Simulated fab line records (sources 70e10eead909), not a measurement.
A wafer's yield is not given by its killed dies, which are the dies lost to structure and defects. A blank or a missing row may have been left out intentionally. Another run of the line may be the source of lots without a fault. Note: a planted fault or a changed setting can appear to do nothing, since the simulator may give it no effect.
Matching of chambers	flow nandHarc	4 sister chambers for NHARC_P_ZERO_WELL_DESCUM_39 on rieDiel-13
The step chemistry O2, time 3 s. 8 wafers are shown with their chamber, then 7 later ones without.

WAFERS, EACH WITH ITS CHAMBER
wafer	chamber	showerheadPlenumPTorr (Torr)	rfVppV (V)
L843.2	1	1.82	57.5
L845.4	2	1.85	57.9
L845.5	0	1.94	58.0
L857.2	3	2.01	59.7
L857.4	2	1.84	56.9
L857.5	1	1.81	57.2
L860.1	0	1.92	58.1
L860.3	3	2.00	58.6

WAFERS MISSING THEIR CHAMBER
wafer	showerheadPlenumPTorr (Torr)	rfVppV (V)
L860.5	1.92	56.8
L864.1	2.00	57.6
L864.3	1.92	58.9
L864.6	2.00	58.1
L865.3	1.92	57.5
L865.4	2.00	58.1
L865.5	1.92	58.3

THE CHAMBER EACH PASSED THROUGH
wafer	from the rows above	in truth
L860.5	0	0
L864.1	3	3
L864.3	0	0
L864.6	3	3
L865.3	0	0
L865.4	3	3
L865.5	0	0
Correct placement for 7 of the 7. Number that these rows cannot place: 0. Number placed wrongly: 0.
How it was worked out, from the rows above alone: a wafer's distance from a chamber is the root of the sum, over the readings, of the square of ((its reading less the chamber's mean) divided by the reading's scatter). If the next closest chamber is less than 2 further off than the closest, the wafer can't be placed; otherwise it belongs to the closest. The mean given for a chamber averages the wafers shown for that chamber. How the scatter is found: for the shown wafers, subtract from each reading the mean of its chamber, square and add these, divide the total by (wafers less chambers), then take the root.
